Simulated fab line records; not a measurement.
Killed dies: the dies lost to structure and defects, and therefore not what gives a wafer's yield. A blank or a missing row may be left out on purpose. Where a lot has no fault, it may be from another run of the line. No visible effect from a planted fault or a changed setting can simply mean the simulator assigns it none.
Which tool did it?    flow nand-harc    15 lots with 45 wafers sampled at 4 steps, on a route of 1302 steps

WHAT THE GAUGES SHOWED, per wafer
The record holds no reading of a measuring or inspecting step that can be judged against a usual standard deviation.

WHAT TOOL EACH LOT RAN ON (gives the tool, then ch and the chambers of the sampled wafers, and finally the start)
lot   NHARC_A_M1_PVD_20                        NHARC_A_M1_ANNEAL_31              NHARC_A_M1_PRE_CLEAN_32          NHARC_A_BONDPAD_PEB_07
L324  pvd-sputter-01, day 24 06:16 or earlier  rtp-anneal-01 ch 0, day 24 06:16  pecvd-04 ch 0,1,2, day 24 07:05  litho-track-02 ch 0, day 24 08:55
L322  pvd-sputter-03, day 24 06:41 or earlier  rtp-anneal-02 ch 0, day 24 06:41  pecvd-01 ch 1,2, day 24 07:34    litho-track-05 ch 0, day 24 09:38
L323  pvd-sputter-01, day 24 10:59 or earlier  rtp-anneal-01 ch 0, day 24 10:59  pecvd-01 ch 1,2, day 24 11:53    litho-track-02 ch 0, day 24 13:56
L321  pvd-sputter-03, day 24 12:26 or earlier  rtp-anneal-01 ch 0, day 24 12:26  pecvd-04 ch 0,2, day 24 13:19    litho-track-02 ch 0, day 24 15:13
L325  pvd-sputter-01, day 25 14:42 or earlier  rtp-anneal-01 ch 0, day 25 14:42  pecvd-01 ch 1,2, day 25 15:34    litho-track-02 ch 0, day 25 17:18
L326  pvd-sputter-03, day 25 20:45 or earlier  rtp-anneal-02 ch 0, day 25 20:45  pecvd-04 ch 0,2, day 25 21:37    litho-track-02, day 25 23:13
L327  pvd-sputter-02, day 26 01:02 or earlier  rtp-anneal-01 ch 0, day 26 01:02  pecvd-04 ch 1,2, day 26 01:55    litho-track-02, day 26 03:50
L330  pvd-sputter-01, day 27 18:34 or earlier  rtp-anneal-02 ch 0, day 27 18:34  pecvd-01 ch 1,2, day 27 19:28    litho-track-05, day 27 21:07
L335  pvd-sputter-03, day 29 16:25 or earlier  rtp-anneal-02 ch 0, day 29 16:25  pecvd-01 ch 0,1,2, day 29 17:11  litho-track-07 ch 0, day 29 18:55
L336  pvd-sputter-01, day 30 04:59 or earlier  rtp-anneal-01 ch 0, day 30 04:59  pecvd-02 ch 0,1,2, day 30 05:52  litho-track-02 ch 0, day 30 07:39
L337  pvd-sputter-02, day 30 11:50 or earlier  rtp-anneal-02 ch 0, day 30 11:50  pecvd-02 ch 0,1, day 30 12:44    litho-track-05 ch 0, day 30 14:28
L338  pvd-sputter-03, day 31 02:19 or earlier  rtp-anneal-01 ch 0, day 31 02:19  pecvd-02 ch 0,1, day 31 03:09    litho-track-02 ch 0, day 31 04:55
L339  pvd-sputter-01, day 31 09:04 or earlier  rtp-anneal-02 ch 0, day 31 09:04  pecvd-04 ch 0,1,2, day 31 09:55  litho-track-07 ch 0, day 31 11:41
L340  pvd-sputter-03, day 31 13:29 or earlier  rtp-anneal-02 ch 0, day 31 13:29  pecvd-01 ch 0,1,2, day 31 14:16  litho-track-02 ch 0, day 31 16:00
L341  pvd-sputter-01, day 31 22:08 or earlier  rtp-anneal-02 ch 0, day 31 22:08  pecvd-04 ch 0,1, day 31 22:58    litho-track-07 ch 0, day 32 00:37
- NHARC_A_M1_PVD_20: deposits TaN, target thk 5 nm, time 8.06 s.
- NHARC_A_M1_ANNEAL_31: time 90 s.
- NHARC_A_M1_PRE_CLEAN_32: time 12 s.
- NHARC_A_BONDPAD_PEB_07: peb time 80 s.

WHAT THE TOOLS THEMSELVES READ (means of the sampled wafers that have a number; where no wafer has one, the mark that the record gives instead)
NHARC_A_M1_PVD_20.
lot   tool            throttle-valve-pct (%)
L324  pvd-sputter-01  28.6
L322  pvd-sputter-03  29.9
L323  pvd-sputter-01  28.9
L321  pvd-sputter-03  29.9
L325  pvd-sputter-01  28.5
L326  pvd-sputter-03  30.0
L327  pvd-sputter-02  30.1
L330  pvd-sputter-01  28.3
L335  pvd-sputter-03  30.0
L336  pvd-sputter-01  28.4
L337  pvd-sputter-02  30.4
L338  pvd-sputter-03  29.3
L339  pvd-sputter-01  28.5
L340  pvd-sputter-03  29.5
L341  pvd-sputter-01  28.5

NHARC_A_M1_ANNEAL_31.
lot   tool           wafer_temp_C_max
L324  rtp-anneal-01  226.2
L322  rtp-anneal-02  226.5
L323  rtp-anneal-01  226.0
L321  rtp-anneal-01  226.3
L325  rtp-anneal-01  226.3
L326  rtp-anneal-02  226.6
L327  rtp-anneal-01  226.2
L330  rtp-anneal-02  226.8
L335  rtp-anneal-02  226.4
L336  rtp-anneal-01  225.8
L337  rtp-anneal-02  226.0
L338  rtp-anneal-01  225.8
L339  rtp-anneal-02  226.7
L340  rtp-anneal-02  226.9
L341  rtp-anneal-02  226.7

NHARC_A_M1_PRE_CLEAN_32.
lot   tool      heater-power-w (W)
L324  pecvd-04  610
L322  pecvd-01  560
L323  pecvd-01  564
L321  pecvd-04  693
L325  pecvd-01  578
L326  pecvd-04  652
L327  pecvd-04  587
L330  pecvd-01  604
L335  pecvd-01  608
L336  pecvd-02  602
L337  pecvd-02  641
L338  pecvd-02  583
L339  pecvd-04  633
L340  pecvd-01  618
L341  pecvd-04  628

NHARC_A_BONDPAD_PEB_07.
lot   tool            chill-plate-temp-C (C)  exhaust-pa (Pa)
L324  litho-track-02  23.02                   44.9
L322  litho-track-05  22.93                   45.5
L323  litho-track-02  23.08                   44.8
L321  litho-track-02  23.05                   44.7
L325  litho-track-02  22.79                   45.2
L326  litho-track-02  -                       -
L327  litho-track-02  -                       -
L330  litho-track-05  -                       -
L335  litho-track-07  22.87                   43.9
L336  litho-track-02  23.02                   44.0
L337  litho-track-05  23.09                   44.3
L338  litho-track-02  23.16                   45.5
L339  litho-track-07  23.15                   45.3
L340  litho-track-02  22.96                   44.8
L341  litho-track-07  23.04                   45.2

THE ANSWER, worked out from the rows above alone
Rule: usual is defined by the lots themselves. Put in order of their means at a reading, lots are off if they are a third of the lots or fewer, leave a main group of 4 or more, and stand apart from it by a gap of 3 or more times the standard deviation of the main group's means; of several such gaps the widest counts. A main group is skipped when, at the precision printed for the reading in the tables above, its means are all equal. Also off: a lot with no number at a reading for which 4 or more lots have one. Any other lot the step has rows for is counted as sound. Order of review: gauges by route order, followed by the tools' own readings, for which a lot's mean as printed above is used. At the first step where some lot is off, the reading lying furthest off is the one used; lots without a number count as furthest.
Off: L326, L327, L330, at NHARC_A_BONDPAD_PEB_07 (chill-plate-temp-C). Without a number there: L326, L327, L330. The main group has a mean of 23.01 C with a standard deviation of 0.11.
A tool fits if, at that step or a process step before it, it ran every lot that is off, and no sound lot after the first of them. NHARC_A_M1_PVD_20 gives no start for some lots, so the hours and the order of its lots are those of NHARC_A_M1_ANNEAL_31. No candidate that was tried fits.

WHAT WAS PUT IN BY THE SIMULATOR
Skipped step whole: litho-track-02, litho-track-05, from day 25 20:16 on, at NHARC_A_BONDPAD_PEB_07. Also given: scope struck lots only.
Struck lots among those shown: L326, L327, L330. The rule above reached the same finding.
